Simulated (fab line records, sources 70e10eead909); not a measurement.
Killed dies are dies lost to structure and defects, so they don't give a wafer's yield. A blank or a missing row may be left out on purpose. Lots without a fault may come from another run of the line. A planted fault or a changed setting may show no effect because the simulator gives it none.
Which tool did it? | flow nand_harc | 13 lots, 38 wafers sampled, at 5 steps of a route of 1159

WHAT THE GAUGES READ, wafer by wafer
NHARC_END_SORT_01.
lot  | measured     | on        | killed_at_array | killed_at_other | killed_at_periphery | killed_dies | killed_open | killed_short
L971 | day 21 14:36 | prober-02 | 14 64           | 0 0             | 5 4                 | 19 68       | 3 2         | 4 0
L972 | day 23 00:34 | prober-02 | 165 20 128      | 0 2 1           | 4 4 5               | 169 26 134  | 3 6 6       | 4 1 2

WHICH TOOL RAN EACH LOT (tool, then ch and the chambers of the sampled wafers, then the start)
lot  | NHARC_A_BLC_DESCUM_15              | NHARC_A_BLC_ETCH_17                | NHARC_A_BLC_DEGAS_30         | NHARC_A_BLC_CVD_24
L962 | rie_diel-08 ch 0,2, day 17 14:43   | rie_diel-08 ch 0,2,3, day 17 14:55 | pvd_sputter-03, day 17 16:16 | cvd_w-02 ch 0,1, no start
L961 | rie_diel-04 ch 0,2,3, day 17 21:12 | rie_diel-04 ch 0,3, day 17 21:25   | pvd_sputter-03, day 17 22:47 | cvd_w-02 ch 0,1, no start
L964 | rie_diel-08 ch 1,3, day 18 09:19   | rie_diel-08 ch 0,3, day 18 09:35   | pvd_sputter-03, day 18 11:04 | cvd_w-02 ch 0,1, no start
L965 | rie_diel-04 ch 0,2, day 18 13:57   | rie_diel-04 ch 0,2, day 18 14:11   | pvd_sputter-03, day 18 15:43 | cvd_w-01 ch 0,1, no start
L960 | rie_diel-08 ch 1,3, day 18 18:37   | rie_diel-08 ch 0,1,2, day 18 18:47 | pvd_sputter-03, day 18 20:11 | cvd_w-02 ch 0, no start
L971 | rie_diel-08 ch 0,3, day 19 15:38   | rie_diel-08 ch 1,2, day 19 15:54   | pvd_sputter-01, day 19 17:15 | cvd_w-01 ch 0,1, day 21 14:36 or earlier
L973 | rie_diel-04 ch 0,2,3, day 20 05:02 | rie_diel-04 ch 2,3, day 20 05:11   | pvd_sputter-02, day 20 06:35 | cvd_w-01 ch 0,1, no start
L972 | rie_diel-08 ch 0,2,3, day 20 16:43 | rie_diel-08 ch 0,1,3, day 20 16:53 | pvd_sputter-01, day 20 18:17 | cvd_w-02 ch 0,1, day 23 00:34 or earlier
L975 | rie_diel-04 ch 1,3, day 21 05:44   | rie_diel-04 ch 2,3, day 21 05:55   | pvd_sputter-03, day 21 07:20 | cvd_w-01 ch 0,1, no start
L980 | rie_diel-13 ch 0,2, day 21 16:02   | rie_diel-13 ch 0,1,2, day 21 16:23 | pvd_sputter-03, day 21 17:44 | cvd_w-01 ch 0,1, no start
L979 | rie_diel-13 ch 0,2,3, day 22 02:14 | rie_diel-13 ch 2,3, day 22 02:29   | pvd_sputter-03, day 22 04:03 | cvd_w-02 ch 0,1, no start
L981 | rie_diel-04 ch 0,1,3, day 22 13:05 | rie_diel-04 ch 0,1,3, day 22 13:17 | pvd_sputter-03, day 22 14:39 | cvd_w-01 ch 0,1, no start
L983 | rie_diel-04 ch 0,1,3, day 22 23:55 | rie_diel-04 ch 1,2,3, day 23 00:12 | pvd_sputter-02, day 23 01:29 | cvd_w-02 ch 0,1, no start
- NHARC_A_BLC_DESCUM_15: chemistry O2, time 3 s.
- NHARC_A_BLC_ETCH_17: etches the open film in N2/H2, target depth 390 nm, time 609.38 s.
- NHARC_A_BLC_DEGAS_30: time 60 s.
- NHARC_A_BLC_CVD_24: deposits W, target thk 150 nm, time 434 s.

WHAT THE TOOLS THEMSELVES READ (means of the sampled wafers that have a number; where no wafer has one, the mark that the record gives instead)
NHARC_A_BLC_DESCUM_15.
lot  | tool        | drypump_motor_current_A (A) | oes_product_au (a.u.) | rf_vpp_V (V) | showerhead_plenum_p_Torr (Torr) | throttle_valve_pct (%)
L962 | rie_diel-08 | 5.9                         | 1.004                 | 58.1         | 1.95                            | 11.312
L961 | rie_diel-04 | 6.0                         | 0.996                 | 57.3         | 1.86                            | 11.305
L964 | rie_diel-08 | 6.5                         | 0.992                 | 57.9         | 1.84                            | 11.312
L965 | rie_diel-04 | 5.8                         | 0.996                 | 57.7         | 1.86                            | 11.317
L960 | rie_diel-08 | 6.2                         | 0.996                 | 57.2         | 1.83                            | 11.308
L971 | rie_diel-08 | 5.8                         | 0.990                 | 57.2         | 1.90                            | 11.302
L973 | rie_diel-04 | 6.0                         | 0.990                 | 57.6         | 1.86                            | 11.316
L972 | rie_diel-08 | 5.9                         | 1.003                 | 57.9         | 1.91                            | 11.312
L975 | rie_diel-04 | 5.9                         | 1.010                 | 57.5         | 1.81                            | 11.314
L980 | rie_diel-13 | 5.4                         | 1.011                 | 58.3         | 2.03                            | 11.315
L979 | rie_diel-13 | 5.5                         | 1.001                 | 58.9         | 2.02                            | 11.309
L981 | rie_diel-04 | 5.8                         | 0.999                 | 58.3         | 1.89                            | 11.322
L983 | rie_diel-04 | 5.8                         | 1.006                 | 57.1         | 1.88                            | 11.313

NHARC_A_BLC_ETCH_17.
lot  | tool        | drypump_motor_current_A (A) | oes_product_au (a.u.) | rf_vpp_V (V) | showerhead_plenum_p_Torr (Torr) | throttle_valve_pct (%)
L962 | rie_diel-08 | 5.9                         | 0.994                 | 429.9        | 2.04                            | 14.167
L961 | rie_diel-04 | 6.2                         | 1.000                 | 428.9        | 1.99                            | 14.170
L964 | rie_diel-08 | 5.8                         | 0.992                 | 430.6        | 2.05                            | 14.174
L965 | rie_diel-04 | 5.8                         | 0.993                 | 431.0        | 2.07                            | 14.170
L960 | rie_diel-08 | 6.2                         | 0.996                 | 430.2        | 2.05                            | 14.176
L971 | rie_diel-08 | 6.4                         | 0.944                 | 430.9        | 2.02                            | 14.171
L973 | rie_diel-04 | 5.9                         | 1.005                 | 426.7        | 1.89                            | 14.180
L972 | rie_diel-08 | 6.2                         | 0.920                 | 429.1        | 2.00                            | 14.170
L975 | rie_diel-04 | 6.2                         | 1.006                 | 426.7        | 1.90                            | 14.173
L980 | rie_diel-13 | 5.4                         | 1.009                 | 432.2        | 2.11                            | 14.166
L979 | rie_diel-13 | 5.6                         | 1.003                 | 434.7        | 2.20                            | 14.169
L981 | rie_diel-04 | 5.8                         | 1.001                 | 429.9        | 2.01                            | 14.176
L983 | rie_diel-04 | 5.7                         | 1.004                 | 427.6        | 1.92                            | 14.175

NHARC_A_BLC_DEGAS_30.
lot  | tool           | heater_power_w (W)
L962 | pvd_sputter-03 | 448
L961 | pvd_sputter-03 | 453
L964 | pvd_sputter-03 | 464
L965 | pvd_sputter-03 | 467
L960 | pvd_sputter-03 | 446
L971 | pvd_sputter-01 | 470
L973 | pvd_sputter-02 | 454
L972 | pvd_sputter-01 | 434
L975 | pvd_sputter-03 | 457
L980 | pvd_sputter-03 | 450
L979 | pvd_sputter-03 | 448
L981 | pvd_sputter-03 | 444
L983 | pvd_sputter-02 | 495

NHARC_A_BLC_CVD_24.
lot  | tool     | heater_power_w (W) | throttle_valve_pct (%)
L962 | cvd_w-02 | 445                | 7.5
L961 | cvd_w-02 | 447                | 7.3
L964 | cvd_w-02 | 439                | 7.3
L965 | cvd_w-01 | 497                | 7.8
L960 | cvd_w-02 | 460                | 7.7
L971 | cvd_w-01 | 516                | 7.7
L973 | cvd_w-01 | 503                | 8.0
L972 | cvd_w-02 | 448                | 7.7
L975 | cvd_w-01 | 535                | 7.6
L980 | cvd_w-01 | 530                | 7.5
L979 | cvd_w-02 | 444                | 7.4
L981 | cvd_w-01 | 540                | 7.4
L983 | cvd_w-02 | 443                | 7.6

THE ANSWER, worked out from the rows above alone
Rule: what is usual is taken from the lots themselves. Put in order of their means at a reading, lots are off if they are a third of the lots or fewer, leave a main group of 4 or more, and stand apart from it by a gap of 3 or more times the standard deviation of the main group's means; of several such gaps the widest counts. A main group whose means are all the same, to the digits that the tables above print for the reading, isn't used. A lot without any number at a reading at which 4 lots or more have one is off too. The other lots that the step has rows for count as sound. The gauges are gone through in route order, then the tools' own readings, and for those a lot's mean is taken as printed above. The first step at which some lot is off is used, and at that step the reading that is off furthest; a lot without a number counts as furthest.
Off: L971, L972, at NHARC_A_BLC_ETCH_17 (oes_product_au). The main group: mean 1.000 a.u., standard deviation 0.0055.
A tool fits if, at that step or a process step before it, it ran every lot that is off, and no sound lot after the first of them. One fits: rie_diel-08 at NHARC_A_BLC_DESCUM_15 and NHARC_A_BLC_ETCH_17. At NHARC_A_BLC_DESCUM_15 its last sound lot is L960 (day 18 18:37), its first lot that is off L971 (day 19 15:38): a fault that began between those two fits.

WHAT THE SIMULATOR HAD PUT IN
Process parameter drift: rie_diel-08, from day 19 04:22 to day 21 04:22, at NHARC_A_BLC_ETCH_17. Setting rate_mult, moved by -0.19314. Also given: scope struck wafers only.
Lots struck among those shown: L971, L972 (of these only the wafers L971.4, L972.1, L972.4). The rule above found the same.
